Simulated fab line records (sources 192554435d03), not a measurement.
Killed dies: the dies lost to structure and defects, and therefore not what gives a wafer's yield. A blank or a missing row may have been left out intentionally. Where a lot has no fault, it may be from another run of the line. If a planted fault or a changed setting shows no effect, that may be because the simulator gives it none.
Matching of chambers	flow n5_finfet	3 sister chambers for N5_BEOL_M3_PECVD_72 on pecvd-02
The step deposits SiO2 from TEOS/O2, target thk 16 nm, time 18 s. 30 wafers are shown with their chamber, then 12 later ones without.

WAFERS, EACH WITH ITS CHAMBER
wafer	chamber	throttle_valve_pct (%)	showerhead_plenum_p_Torr (Torr)	heater_power_w (W)
L074.1	1	24.3	8.73	687
L074.3	2	21.2	8.65	729
L074.5	2	21.6	8.67	739
L075.1	0	23.5	8.82	716
L075.3	1	24.4	8.70	789
L075.6	1	24.3	8.71	788
L076.2	1	24.3	8.72	825
L076.3	2	21.7	8.66	648
L076.5	0	23.6	8.84	651
L077.2	1	24.2	8.71	699
L077.4	2	21.3	8.66	726
L077.6	0	23.5	8.84	636
L078.1	0	23.8	8.82	720
L078.4	2	21.7	8.68	708
L078.6	1	24.2	8.70	727
L087.3	0	23.5	8.84	703
L087.4	0	23.9	8.82	704
L087.5	1	24.2	8.73	807
L086.2	2	21.6	8.66	681
L086.4	2	21.7	8.66	660
L086.5	0	23.9	8.82	622
L088.1	0	23.7	8.83	646
L088.2	2	21.5	8.68	795
L088.5	2	21.7	8.65	760
L090.1	1	24.3	8.71	742
L090.4	1	24.2	8.68	734
L090.6	0	23.8	8.83	667
L092.2	2	21.6	8.67	701
L092.3	0	23.7	8.86	714
L092.5	1	24.0	8.70	810

SIGNATURES (averages over the wafers above)
reading	chamber 0	chamber 1	chamber 2	scatter within a chamber
throttle_valve_pct	23.690	24.240	21.560	0.151
showerhead_plenum_p_Torr	8.8320	8.7090	8.6640	0.0132
heater_power_w	677.90	760.80	714.70	44.1
Rule: a wafer lies at a distance from a chamber equal to the root of the sum of squares, over the readings, of (its reading less the chamber's mean, divided by the reading's scatter). If the next closest chamber is less than 2 further off than the closest, the wafer can't be placed; otherwise it belongs to the closest. How the scatter is found: for the shown wafers, subtract from each reading the mean of its chamber, square and add these, divide the total by (wafers less chambers), then take the root.

WAFERS WITH NO CHAMBER GIVEN
wafer	throttle_valve_pct (%)	showerhead_plenum_p_Torr (Torr)	heater_power_w (W)
L093.2	23.7	8.86	595
L093.4	21.8	8.67	689
L093.6	24.0	8.72	791
L096.1	24.3	8.71	741
L096.3	21.9	8.69	745
L096.4	21.9	8.66	754
L097.1	21.8	8.69	631
L097.2	24.1	8.74	727
L097.3	23.8	8.85	644
L097.4	24.2	8.72	712
L097.5	21.6	8.65	638
L097.6	23.6	8.84	635

THE CHAMBER EACH PASSED THROUGH
wafer	from the rows above	in truth
L093.2	0	0
L093.4	2	2
L093.6	1	1
L096.1	1	1
L096.3	2	2
L096.4	2	2
L097.1	2	2
L097.2	1	1
L097.3	0	0
L097.4	1	1
L097.5	2	2
L097.6	0	0
Correct placement for 12 of the 12. From these rows, 0 cannot be placed. 0 placed wrongly.
